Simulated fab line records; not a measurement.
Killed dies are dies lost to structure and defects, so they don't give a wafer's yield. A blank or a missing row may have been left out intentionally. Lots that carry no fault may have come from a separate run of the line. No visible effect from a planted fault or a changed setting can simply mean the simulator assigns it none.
One fault through the eyes of 2 desks -- flow nand-harc -- what lay behind the numbers comes last; until then each desk has only its own

THE METROLOGY DESK
What the gauges read for every lot (on any tool): the sampled wafers with a number, averaged. The brackets show how far a lot's mean lies from the usual mean; more than 4 standard deviations puts the lot out of limits, marked OUT.
Columns: A = overlay-x-nm at NHARC_P_M0_OVL_MEAS_10, usual 0.3 nm; B = overlay-y-nm at NHARC_P_M0_OVL_MEAS_10, usual 0.2 nm
lot,first seen here,A,B
L289,day 6 14:14,1.2,0.6
L290,day 6 18:49,1.4,0.1
L291,day 7 06:16,-0.2,1.9
L292,day 8 02:36,1.3,0.2
L293,day 8 03:40,-0.9,-1.0
L295,day 9 09:34,0.1,-0.1
L298,day 10 05:07,0.6,0.8
L300,day 10 23:49,0.8,0.6
L302,day 12 01:01,-0.1,0.5
L307,day 14 00:52,-1.3,-0.8
L309,day 14 15:19,0.9,-2.9
L308,day 14 16:07,-0.2,1.1
L310,day 15 08:31,-0.1,2.0
L311,day 15 13:23,1.4,0.1
Result from this desk: across the 14 lots, nothing is out of limits.

DESK OF THE TOOL OWNER: litho-track-06
The tool's own readings at NHARC_P_M0_PEB_07 (peb time 65 s): means of the sampled wafers that have a number, for each lot that ran on this tool. The brackets show how far a lot's mean lies from the usual mean; more than 4 standard deviations puts the lot out of limits, marked OUT.
Columns: A = heater-power-total-W at NHARC_P_M0_PEB_07, usual 156.6 W; B = plate-temp-C at NHARC_P_M0_PEB_07, usual 99.98 C; C = resist-line-temp-C at NHARC_P_M0_PEB_07, usual 22.98 C
lot,first seen here,A,B,C
L289,day 6 14:04,156.3,100.07,22.87
L295,day 9 09:23,156.8,100.02,23.00
L298,day 10 04:57,156.8,100.05,23.00
L300,day 10 23:38,146.8 (-23) OUT,95.78 (-35) OUT,22.97
L302,day 12 00:52,147.5 (-21) OUT,95.57 (-37) OUT,22.97
This desk's verdict: out of limits on L300, L302, starting with L300 at day 10 23:38 (heater-power-total-W at NHARC_P_M0_PEB_07). In limits: L289, L295, L298.

TAKEN TOGETHER
The tool owner's desk had the chance to raise an alarm at day 10 23:38 on L300, L302.
Nothing out of limits was seen by the metrology desk.
The metrology desk holds a record of L300, L302, inside its limits.
On litho-track-06, each named lot ran NHARC_P_M0_PEB_07.

WHAT THE SIMULATOR PUT IN
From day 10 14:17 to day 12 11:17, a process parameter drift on litho-track-06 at NHARC_P_M0_PEB_07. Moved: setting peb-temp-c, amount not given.
Lots struck among those shown: L300, L302.
Each desk's first reading out of limits, in hours after the fault started: the tool owner's desk, 9.
